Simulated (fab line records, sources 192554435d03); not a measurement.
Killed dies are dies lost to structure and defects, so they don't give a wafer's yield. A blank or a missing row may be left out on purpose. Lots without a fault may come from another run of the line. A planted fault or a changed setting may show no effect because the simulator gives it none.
Which tool did it? | flow n5_finfet | 8 lots, 23 wafers sampled, at 6 steps of a route of 1938

WHAT THE GAUGES READ, wafer by wafer
N5_MOL_CONTACT_COAG_INSPECT_42: inspects for defects (brightfield). Usual: raw_defect_count 192, standard deviation 56.
lot  | measured     | on                | raw_defect_count | flag
L491 | day 7 07:57  | defect_inspect-01 | 163 112 140      |
L492 | day 7 17:02  | defect_inspect-02 | 227 205 151      |
L493 | day 8 02:33  | defect_inspect-01 | 882 868 828      | OFF
L495 | day 8 09:08  | defect_inspect-01 | 872 826 880      | OFF
L496 | day 8 16:44  | defect_inspect-02 | 867 855 835      | OFF
L494 | day 8 22:25  | defect_inspect-02 | 195 253 120      |
L504 | day 10 20:26 | defect_inspect-01 | 202 213 211      |
L505 | day 11 07:01 | defect_inspect-01 | 225 286          |

N5_BEOL_M4_RC_MEAS_101. Usual: DIBL_N 35.8 mV/V, standard deviation 1.6; DIBL_P 35.6 mV/V, standard deviation 2; IOFF_N 0.15 nA/um, standard deviation 0.031; IOFF_P 0.20 nA/um, standard deviation 0.033; ION_N 668 uA/um, standard deviation 12; ION_P 459 uA/um, standard deviation 6.8; SS_N 71.4 mV/dec, standard deviation 0.53; SS_P 73.1 mV/dec, standard deviation 0.63; VT_N 250 mV, standard deviation 3.5; VT_P -251 mV, standard deviation 3.
lot  | measured     | on        | DIBL_N (mV/V)  | DIBL_P (mV/V)  | IOFF_N (nA/um) | IOFF_P (nA/um) | ION_N (uA/um) | ION_P (uA/um) | SS_N (mV/dec)  | SS_P (mV/dec)  | VT_N (mV)   | VT_P (mV)      | flag
L491 | day 16 22:43 | prober-01 | 37.1 35.8 35.5 | 38.1 36.3 35.6 | 0.20 0.17 0.17 | 0.23 0.20 0.20 | 702 675 696   | 472 455 467   | 72.0 71.6 71.9 | 73.9 74.0 73.4 | 244 249 246 | -247 -250 -251 |
L492 | day 14 20:29 | prober-01 | 34.4 33.6 34.4 | 34.3 33.3 34.1 | 0.13 0.11 0.13 | 0.19 0.17 0.18 | 660 649 650   | 462 458 454   | 70.7 70.8 70.7 | 73.0 72.6 72.7 | 252 255 252 | -249 -253 -253 |
L493 | day 17 07:19 | prober-02 | 38.4 34.9 36.7 | 39.6 35.3 38.1 | 0.24 0.15 0.19 | 0.29 0.21 0.26 | 691 673 673   | 467 465 469   | 72.4 71.5 71.7 | 74.2 73.4 73.8 | 244 251 248 | -246 -251 -247 |
L495 | day 17 15:24 | prober-02 | 32.8 33.6 33.8 | 34.8 34.3 34.6 | 0.14 0.14 0.15 | 0.19 0.19 0.19 | 667 663 670   | 465 459 458   | 71.3 71.6 70.6 | 72.9 72.9 73.2 | 251 252 249 | -252 -251 -252 |
L496 | day 18 02:15 | prober-01 | 36.0 35.0 37.1 | 37.2 37.0 38.1 | 0.16 0.15 0.18 | 0.17 0.16 0.17 | 667 668 681   | 454 454 448   | 71.8 71.6 72.0 | 73.1 73.7 73.1 | 253 251 248 | -256 -255 -254 |
L494 | day 17 18:42 | prober-02 | 34.1 33.2 35.9 | 33.8 32.4 35.9 | 0.11 0.11 0.15 | 0.17 0.15 0.20 | 655 643 668   | 455 444 461   | 71.3 71.7 71.4 | 72.1 72.2 72.8 | 253 256 253 | -253 -256 -251 |
L504 | day 20 05:26 | prober-02 | 35.9 35.6 33.5 | 35.3 34.6 32.1 | 0.15 0.13 0.10 | 0.19 0.19 0.15 | 686 659 648   | 472 458 450   | 71.0 71.7 71.4 | 72.7 72.8 72.0 | 247 251 256 | -250 -251 -255 |
L505 | day 20 12:02 | prober-01 | 38.3 38.3      | 39.7 39.2      | 0.23 0.22      | 0.28 0.27      | 708 685       | 480 465       | 71.9 71.4      | 73.8 74.4      | 243 244     | -245 -244      |

WHICH TOOL RAN EACH LOT (tool, then ch and the chambers of the sampled wafers, then the start)
lot  | N5_MOL_CONTACT_COAG_ETCH_90        | N5_MOL_CONTACT_COAG_ETCHBACK_132   | N5_MOL_CONTACT_COAG_STRIP_119        | N5_MOL_CONTACT_COAG_ETCH_66
L491 | rie_diel-02 ch 0,1,2, day 7 06:31  | rie_diel-06 ch 1,2,3, day 7 06:46  | plasma_asher-02 ch 0,1, day 7 07:16  | rie_diel-02 ch 0,2, day 7 08:06
L492 | rie_diel-06 ch 1,2,3, day 7 15:33  | rie_diel-03 ch 0,1,2, day 7 15:59  | plasma_asher-02 ch 0,1, day 7 16:20  | rie_diel-03 ch 0,1,2, day 7 17:07
L493 | rie_diel-03 ch 1,3, day 8 01:21    | rie_diel-06 ch 1,2, day 8 01:37    | plasma_asher-02 ch 0,1, day 8 01:58  | rie_diel-02 ch 0,1,3, day 8 02:59
L495 | rie_diel-06 ch 1,3, day 8 07:50    | rie_diel-06 ch 0,2, day 8 08:06    | plasma_asher-02 ch 0,1, day 8 08:27  | rie_diel-06 ch 0,1,3, day 8 09:14
L496 | rie_diel-03 ch 1,2, day 8 15:16    | rie_diel-03 ch 0,2,3, day 8 15:50  | plasma_asher-02 ch 0,1, day 8 16:13  | rie_diel-02 ch 0,1,2, day 8 16:50
L494 | rie_diel-03 ch 1,2,3, day 8 20:15  | rie_diel-02 ch 1,2,3, day 8 21:31  | plasma_asher-01 ch 0,1, day 8 21:52  | rie_diel-02 ch 0,2,3, day 8 22:39
L504 | rie_diel-03 ch 0,1,3, day 10 19:07 | rie_diel-03 ch 0,2,3, day 10 19:30 | plasma_asher-02 ch 0,1, day 10 19:51 | rie_diel-02 ch 0,3, day 10 20:31
L505 | rie_diel-06 ch 0,2, day 11 05:46   | rie_diel-02 ch 1,2, day 11 06:07   | plasma_asher-02 ch 0,1, day 11 06:28 | rie_diel-06 ch 0,3, day 11 07:24
- N5_MOL_CONTACT_COAG_ETCH_90: etches SiARC in CF4, target depth 13 nm, time 21.7 s.
- N5_MOL_CONTACT_COAG_ETCHBACK_132: etches SiO2 in CHF3, target depth 10 nm, time 6.7 s.
- N5_MOL_CONTACT_COAG_STRIP_119: strips in N2/H2, time 30 s.
- N5_MOL_CONTACT_COAG_ETCH_66: etches SiARC in CF4, target depth 13 nm, time 21.7 s.

WHAT THE TOOLS THEMSELVES READ (means of the sampled wafers that have a number; where no wafer has one, the mark that the record gives instead)
N5_MOL_CONTACT_COAG_ETCH_90. Usual: drypump_motor_current_A 5.8 A, standard deviation 0.41; etch_rf_on_time_s 21.9 s, standard deviation 0.57; mfc_ar_sccm 100.0 sccm, standard deviation 0.31; oes_product_au 0.65 a.u., standard deviation 0.069; rf_vpp_V 184.1 V, standard deviation 1.4; showerhead_plenum_p_Torr 2.14 Torr, standard deviation 0.079; throttle_valve_pct 15.67 %, standard deviation 0.25.
lot  | tool        | drypump_motor_current_A (A) | etch_rf_on_time_s (s) | mfc_ar_sccm (sccm) | oes_product_au (a.u.) | rf_vpp_V (V) | showerhead_plenum_p_Torr (Torr) | throttle_valve_pct (%) | flag
L491 | rie_diel-02 | 6.1                         | 22.4                  | 99.7               | 0.70                  | 184.7        | 2.21                            | 15.58                  |
L492 | rie_diel-06 | 5.7                         | 22.2                  | 99.9               | 0.63                  | 183.2        | 2.08                            | 15.90                  |
L493 | rie_diel-03 | 5.8                         | 21.1                  | 100.0              | 0.63                  | 184.1        | 2.11                            | 15.69                  |
L495 | rie_diel-06 | 6.0                         | 22.2                  | 99.9               | 0.60                  | 182.9        | 2.07                            | 15.93                  |
L496 | rie_diel-03 | 5.8                         | 21.2                  | 100.1              | 0.64                  | 183.1        | 2.11                            | 15.49                  |
L494 | rie_diel-03 | 5.8                         | 21.5                  | 100.0              | 0.63                  | 183.8        | 2.11                            | 15.61                  |
L504 | rie_diel-03 | 5.9                         | 21.6                  | 99.9               | 0.62                  | 183.6        | 2.13                            | 15.73                  |
L505 | rie_diel-06 | 5.0                         | 21.6                  | 99.9               | 0.70                  | 184.4        | 2.16                            | 15.68                  |

N5_MOL_CONTACT_COAG_ETCHBACK_132. Usual: drypump_motor_current_A 5.8 A, standard deviation 0.4; mfc_ar_sccm 200.1 sccm, standard deviation 0.59; oes_product_au 0.77 a.u., standard deviation 0.079; rf_vpp_V 526 V, standard deviation 13; showerhead_plenum_p_Torr 2.37 Torr, standard deviation 0.087; throttle_valve_pct 18.75 %, standard deviation 0.22.
lot  | tool        | drypump_motor_current_A (A) | mfc_ar_sccm (sccm) | oes_product_au (a.u.) | rf_vpp_V (V) | showerhead_plenum_p_Torr (Torr) | throttle_valve_pct (%) | flag
L491 | rie_diel-06 | 5.7                         | 200.2              | 0.73                  | 525          | 2.31                            | 18.98                  |
L492 | rie_diel-03 | 5.8                         | 200.4              | 0.76                  | 526          | 2.37                            | 18.65                  |
L493 | rie_diel-06 | 5.8                         | 200.1              | 0.70                  | 528          | 2.35                            | 19.07                  |
L495 | rie_diel-06 | 5.1                         | 200.3              | 0.83                  | 529          | 2.39                            | 18.82                  |
L496 | rie_diel-03 | 6.0                         | 199.7              | 0.72                  | 521          | 2.30                            | 18.80                  |
L494 | rie_diel-02 | 5.7                         | 200.3              | 0.91                  | 537          | 2.46                            | 18.53                  |
L504 | rie_diel-03 | 6.0                         | 200.1              | 0.71                  | 521          | 2.30                            | 18.84                  |
L505 | rie_diel-02 | 5.9                         | 200.4              | 0.85                  | 532          | 2.46                            | 18.54                  |

N5_MOL_CONTACT_COAG_STRIP_119. Usual: drypump_motor_current_A 5.7 A, standard deviation 0.36; heater_power_w 368 W, standard deviation 24.
lot  | tool            | drypump_motor_current_A (A) | heater_power_w (W) | flag
L491 | plasma_asher-02 | 5.7                         | 372                |
L492 | plasma_asher-02 | 5.5                         | 385                |
L493 | plasma_asher-02 | 5.7                         | 375                |
L495 | plasma_asher-02 | 5.7                         | 380                |
L496 | plasma_asher-02 | 5.5                         | 386                |
L494 | plasma_asher-01 | 6.1                         | 346                |
L504 | plasma_asher-02 | 5.5                         | 390                |
L505 | plasma_asher-02 | 5.6                         | 378                |

N5_MOL_CONTACT_COAG_ETCH_66. Usual: drypump_motor_current_A 5.7 A, standard deviation 0.47; etch_rf_on_time_s 21.9 s, standard deviation 0.58; mfc_ar_sccm 100.05 sccm, standard deviation 0.28; oes_product_au 0.68 a.u., standard deviation 0.082; rf_vpp_V 184.0 V, standard deviation 1.4; showerhead_plenum_p_Torr 2.14 Torr, standard deviation 0.081; throttle_valve_pct 15.65 %, standard deviation 0.27.
lot  | tool        | drypump_motor_current_A (A) | etch_rf_on_time_s (s) | mfc_ar_sccm (sccm) | oes_product_au (a.u.) | rf_vpp_V (V) | showerhead_plenum_p_Torr (Torr) | throttle_valve_pct (%) | flag
L491 | rie_diel-02 | 6.2                         | 22.5                  | 100.28             | 0.71                  | 184.5        | 2.19                            | 15.71                  |
L492 | rie_diel-03 | 5.8                         | 21.7                  | 100.50             | 0.65                  | 184.8        | 2.14                            | 15.57                  |
L493 | rie_diel-02 | 6.0                         | 22.1                  | 99.88              | 0.76                  | 184.6        | 2.21                            | 15.41                  |
L495 | rie_diel-06 | 5.7                         | 21.7                  | 100.04             | 0.71                  | 183.9        | 2.10                            | 15.67                  |
L496 | rie_diel-02 | 6.1                         | 22.1                  | 99.90              | 0.77                  | 185.7        | 2.21                            | 15.46                  |
L494 | rie_diel-02 | 5.8                         | 21.8                  | 100.08             | 0.79                  | 185.5        | 2.19                            | 15.52                  |
L504 | rie_diel-02 | 6.1                         | 22.1                  | 99.76              | 0.73                  | 183.6        | 2.18                            | 15.59                  |
L505 | rie_diel-06 | 5.5                         | 21.6                  | 99.73              | 0.71                  | 181.4        | 2.08                            | 15.57                  |

THE ANSWER, worked out from the rows above alone
Rule: a lot is off if the mean of its wafers that have a number lies more than 3 standard deviations from the usual mean. A lot without any number at a reading at which 4 lots or more have one is off too. The other lots that the step has rows for count as sound. The gauges are gone through in route order, then the tools' own readings, and for those a lot's mean is taken as printed above. The first step at which some lot is off is used, and at that step the reading that is off furthest; a lot without a number counts as furthest.
Off: L493, L495, L496, at N5_MOL_CONTACT_COAG_INSPECT_42 (raw_defect_count).
A tool fits if, at a process step before that reading, it ran every lot that is off, and no sound lot after the first of them. The gauges at N5_MOL_CONTACT_COAG_INSPECT_42 are tried like those tools. None of those tried fits.

WHAT THE SIMULATOR HAD PUT IN
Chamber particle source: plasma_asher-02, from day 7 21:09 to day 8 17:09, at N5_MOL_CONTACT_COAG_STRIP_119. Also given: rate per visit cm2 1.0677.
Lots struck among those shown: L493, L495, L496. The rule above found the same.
